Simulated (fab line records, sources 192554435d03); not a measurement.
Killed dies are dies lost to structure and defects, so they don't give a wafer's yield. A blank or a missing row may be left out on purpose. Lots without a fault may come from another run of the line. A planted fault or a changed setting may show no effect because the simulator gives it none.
One fault seen from 2 desks | flow n5_finfet | each desk has only its own numbers; what lay behind them comes last

THE METROLOGY DESK
What the gauges read, lot by lot, whatever tool the lot ran on: means of the sampled wafers that have a number. A lot is out of limits, marked OUT, if its mean lies more than 4 standard deviations from the usual mean; the brackets give that distance.
Columns: A = MIM_TOP_OVL at N5_MIM_TOP_LITHO_OVL_MEAS_11, usual -5 nm
lot  | first seen here | A
L757 | day 11 23:05    | -7
L758 | day 12 19:25    | -4
L761 | day 13 06:32    | -8
L764 | day 13 20:28    | -2
L766 | day 14 13:51    | -5
L767 | day 14 19:29    | -8
L769 | day 15 01:48    | -7
L768 | day 15 09:12    | -1
L771 | day 15 11:40    | 0
L770 | day 15 14:50    | -7
L773 | day 16 03:48    | -5
L772 | day 16 08:50    | -8
This desk's finding: nothing out of limits on any of the 12 lots.

THE TOOL OWNER'S DESK: cvd_co-02
The tool's own readings at N5_BEOL_M2_CVD_47 (deposits Co from CCTBA/H2, target thk 3 nm, time 223.8 s): means of the sampled wafers that have a number, for each lot that ran on this tool. A lot is out of limits, marked OUT, if its mean lies more than 4 standard deviations from the usual mean; the brackets give that distance.
Columns: A = chamber_pressure_Torr at N5_BEOL_M2_CVD_47, usual 30.00 Torr
lot  | first seen here | A
L757 | day 6 21:45     | 29.99
L758 | day 7 01:13     | 29.99
L766 | day 9 10:56     | 29.99
L767 | day 9 18:50     | 29.94
L768 | day 9 21:50     | 30.00
L769 | day 10 02:34    | 30.03
L770 | day 10 05:11    | 30.02
L771 | day 10 08:13    | 29.98
L773 | day 10 22:23    | 30.00
L772 | day 11 00:19    | 30.09
This desk's finding: nothing out of limits on any of the 10 lots.

PUT TOGETHER
The metrology desk saw nothing out of limits.
The tool owner's desk saw nothing out of limits.

WHAT THE SIMULATOR HAD PUT IN
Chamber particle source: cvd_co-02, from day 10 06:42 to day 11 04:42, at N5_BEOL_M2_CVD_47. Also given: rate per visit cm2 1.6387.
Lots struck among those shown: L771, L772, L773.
